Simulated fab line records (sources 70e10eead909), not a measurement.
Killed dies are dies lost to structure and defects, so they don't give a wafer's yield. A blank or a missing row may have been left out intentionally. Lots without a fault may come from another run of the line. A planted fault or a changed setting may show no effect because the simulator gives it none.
What tool caused it? -- flow nand_harc -- Sampling: 14 lots, 42 wafers, 4 of 1302 route steps

## WHAT THE GAUGES SHOWED, per wafer
The record lacks any reading of a measuring or inspecting step that a usual standard deviation could be used to judge.

## WHAT TOOL EACH LOT RAN ON (gives the tool, then ch and the chambers of the sampled wafers, and finally the start)
lot,NHARC_A_STAIRCASE_ETCH_273,NHARC_A_STAIRCASE_DEP_301,NHARC_A_STAIRCASE_DESCUM_312,NHARC_A_STAIRCASE_HM_OPEN_463
L726,"rie_diel-13 ch 0,2, day 17 03:17 or earlier","pecvd-04 ch 0,1,2, day 17 03:17","rie_diel-12 ch 2,3, day 17 04:17","rie_diel-12 ch 1,3, no start"
L727,"rie_diel-12 ch 2,3, day 17 10:44 or earlier","pecvd-02 ch 0,2, day 17 10:44","rie_diel-13 ch 0,3, day 17 11:34","rie_diel-13 ch 0,1,3, no start"
L729,"rie_diel-13 ch 0,3, day 18 03:41 or earlier","pecvd-03 ch 1,2, day 18 03:41","rie_diel-13 ch 1,2,3, day 18 04:31","rie_diel-13 ch 0,2,3, no start"
L730,"rie_diel-12 ch 0,2,3, day 18 12:09 or earlier","pecvd-04 ch 0,1,2, day 18 12:09","rie_diel-12 ch 1,2,3, day 18 13:07","rie_diel-12 ch 1,3, no start"
L733,"rie_diel-04 ch 1,2,3, day 19 08:48 or earlier","pecvd-04 ch 1,2, day 19 08:48","rie_diel-13 ch 2,3, day 19 09:46","rie_diel-13 ch 0,2,3, no start"
L734,"rie_diel-04 ch 0,1, day 20 04:52 or earlier","pecvd-02 ch 1,2, day 20 04:52","rie_diel-12 ch 2,3, day 20 05:51","rie_diel-12 ch 0,3, no start"
L735,"rie_diel-12 ch 0,1,2, day 21 10:32 or earlier","pecvd-04 ch 0,1, day 21 10:32","rie_diel-13 ch 1,3, day 21 11:49","rie_diel-13 ch 2,3, no start"
L736,"rie_diel-13 ch 0,2, day 21 11:19 or earlier","pecvd-02 ch 0,1,2, day 21 11:19","rie_diel-12 ch 0,3, day 21 12:17","rie_diel-12 ch 1,3, no start"
L740,"rie_diel-12 ch 0,1,2, day 23 10:50 or earlier","pecvd-02 ch 0,1,2, day 23 10:50","rie_diel-12 ch 1,2,3, day 23 11:53","rie_diel-12 ch 0,1,2, no start"
L744,"rie_diel-12 ch 0,1, day 24 16:05 or earlier","pecvd-03 ch 0,2, day 24 16:05","rie_diel-04 ch 0,2,3, day 24 17:04","rie_diel-04 ch 0,1,2, no start"
L745,"rie_diel-13 ch 0,2,3, day 24 22:08 or earlier","pecvd-03 ch 0,1,2, day 24 22:08","rie_diel-04 ch 0,1,2, day 24 23:05","rie_diel-04 ch 1,2, no start"
L747,"rie_diel-04 ch 0,1,2, day 25 07:25 or earlier","pecvd-02 ch 0,2, day 25 07:25","rie_diel-13 ch 0,2,3, day 25 08:22","rie_diel-13 ch 0,1,3, no start"
L746,"rie_diel-12 ch 0,1,3, day 25 07:55 or earlier","pecvd-02 ch 0,1,2, day 25 07:55","rie_diel-12 ch 0,1,2, day 25 08:50","rie_diel-12 ch 1,2,3, no start"
L749,"rie_diel-04 ch 0,1, day 26 17:29 or earlier","pecvd-02 ch 0,2, day 26 17:29","rie_diel-12 ch 0,2,3, day 26 18:35","rie_diel-12 ch 2,3, no start"
- NHARC_A_STAIRCASE_ETCH_273: etches the open film in C4F8/O2/Ar, target depth 10200 nm, time 2468.6 s.
- NHARC_A_STAIRCASE_DEP_301: deposits SiON, target thk 30 nm.
- NHARC_A_STAIRCASE_DESCUM_312: chemistry O2, time 3 s.
- NHARC_A_STAIRCASE_HM_OPEN_463: chemistry O2/COS.

## AS READ BY THE TOOLS THEMSELVES (means over the sampled wafers that have a number; for cases with no such wafer, the mark the record gives instead)
NHARC_A_STAIRCASE_ETCH_273.
lot,tool,oes_product_au (a.u.),rf_vpp_V (V)
L726,rie_diel-13,0.956,1817
L727,rie_diel-12,0.927,1831
L729,rie_diel-13,0.955,1832
L730,rie_diel-12,0.918,1826
L733,rie_diel-04,0.933,1820
L734,rie_diel-04,0.944,1826
L735,rie_diel-12,0.932,1831
L736,rie_diel-13,0.961,1826
L740,rie_diel-12,0.930,1830
L744,rie_diel-12,0.935,1836
L745,rie_diel-13,0.934,1834
L747,rie_diel-04,0.923,1824
L746,rie_diel-12,0.937,1830
L749,rie_diel-04,0.928,1824

NHARC_A_STAIRCASE_DEP_301.
lot,tool,heater_power_w (W),rf_fwd_power_W (W),susceptor_temp_C (C)
L726,pecvd-04,755,348.6,400.06
L727,pecvd-02,758,348.7,400.02
L729,pecvd-03,946,347.4,399.96
L730,pecvd-04,713,348.8,399.91
L733,pecvd-04,654,488.6,399.72
L734,pecvd-02,739,349.1,400.12
L735,pecvd-04,767,488.3,399.72
L736,pecvd-02,738,349.8,400.23
L740,pecvd-02,755,348.4,399.77
L744,pecvd-03,878,347.6,400.50
L745,pecvd-03,837,348.3,400.04
L747,pecvd-02,746,347.7,400.03
L746,pecvd-02,704,348.1,399.92
L749,pecvd-02,748,349.4,400.10

NHARC_A_STAIRCASE_DESCUM_312.
lot,tool,drypump_motor_current_A (A),oes_product_au (a.u.),rf_vpp_V (V),showerhead_plenum_p_Torr (Torr),throttle_valve_pct (%)
L726,rie_diel-12,5.4,0.995,58.0,1.93,11.312
L727,rie_diel-13,5.1,1.023,57.6,1.95,11.308
L729,rie_diel-13,5.9,1.025,56.3,1.83,11.311
L730,rie_diel-12,5.5,0.998,57.7,1.88,11.310
L733,rie_diel-13,5.7,1.010,57.4,1.81,11.319
L734,rie_diel-12,5.8,0.999,58.4,1.94,11.306
L735,rie_diel-13,6.1,1.017,57.5,1.84,11.310
L736,rie_diel-12,6.1,0.998,57.7,1.90,11.311
L740,rie_diel-12,5.6,1.003,58.0,1.97,11.320
L744,rie_diel-04,5.5,1.005,56.8,1.87,11.315
L745,rie_diel-04,5.5,0.997,58.2,1.89,11.311
L747,rie_diel-13,5.4,1.001,58.1,1.96,11.312
L746,rie_diel-12,5.6,0.996,57.4,1.93,11.310
L749,rie_diel-12,5.8,1.002,58.6,1.88,11.316

NHARC_A_STAIRCASE_HM_OPEN_463.
lot,tool,drypump_motor_current_A (A),oes_product_au (a.u.),rf_vpp_V (V),showerhead_plenum_p_Torr (Torr),throttle_valve_pct (%)
L726,rie_diel-12,5.9,1.001,466.5,3.08,28.328
L727,rie_diel-13,5.6,1.026,466.9,3.10,28.336
L729,rie_diel-13,5.4,1.027,466.1,3.07,28.327
L730,rie_diel-12,5.9,0.998,465.2,3.07,28.325
L733,rie_diel-13,5.4,1.028,466.8,3.06,28.326
L734,rie_diel-12,6.2,0.989,466.8,3.06,28.334
L735,rie_diel-13,5.8,1.019,464.1,3.00,28.321
L736,rie_diel-12,5.9,1.016,469.7,3.22,28.329
L740,rie_diel-12,5.6,0.999,467.8,3.16,28.331
L744,rie_diel-04,5.6,1.003,466.5,3.09,28.321
L745,rie_diel-04,5.3,1.014,466.1,3.08,28.334
L747,rie_diel-13,5.6,1.013,465.8,3.07,28.334
L746,rie_diel-12,5.5,1.006,468.9,3.20,28.326
L749,rie_diel-12,5.8,1.002,467.3,3.13,28.336

## THE ANSWER, worked out from the rows above alone
Rule: what is usual is taken from the lots themselves. Put in order of their means at a reading, lots are off if they are a third of the lots or fewer, leave a main group of 4 or more, and stand apart from it by a gap of 3 or more times the standard deviation of the main group's means; of several such gaps the widest counts. Not used: any main group whose means are identical at the precision the tables above print for the reading. A lot without any number at a reading at which 4 lots or more have one is off too. All remaining lots with rows at the step are treated as sound. Order of review: gauges by route order, followed by the tools' own readings, for which a lot's mean as printed above is used. At the first step where some lot is off, the reading lying furthest off is the one used; lots without a number count as furthest.
Off: L733, L735 (NHARC_A_STAIRCASE_DEP_301, rf_fwd_power_W). The main group has a mean of 348.5 W with a standard deviation of 0.7.
If a tool, at that step or one of the process steps before it, ran each lot that is off and ran no sound lot following the first of them, it fits. Because NHARC_A_STAIRCASE_ETCH_273 lacks a start for some lots, the hours and order of its lots are taken from NHARC_A_STAIRCASE_DEP_301. One fits: pecvd-04 at NHARC_A_STAIRCASE_DEP_301. A fault onset in the window from L730 (day 18 12:09, its last sound lot) to L733 (day 19 08:48, its first lot off) fits.
The tool's own readings at NHARC_A_STAIRCASE_DEP_301 bear it out: on the lots that are off they differ by more than 5 times the standard deviation of the sound lots' means. rf_fwd_power_W reads 488.5 W there against 348.5 W on the sound lots.

## WHAT THE SIMULATOR HAD PUT IN
Process parameters drifting: pecvd-04 at NHARC_A_STAIRCASE_DEP_301, beginning at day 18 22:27. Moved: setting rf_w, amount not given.
Struck lots among those shown: L733, L735. The rule above found the same.
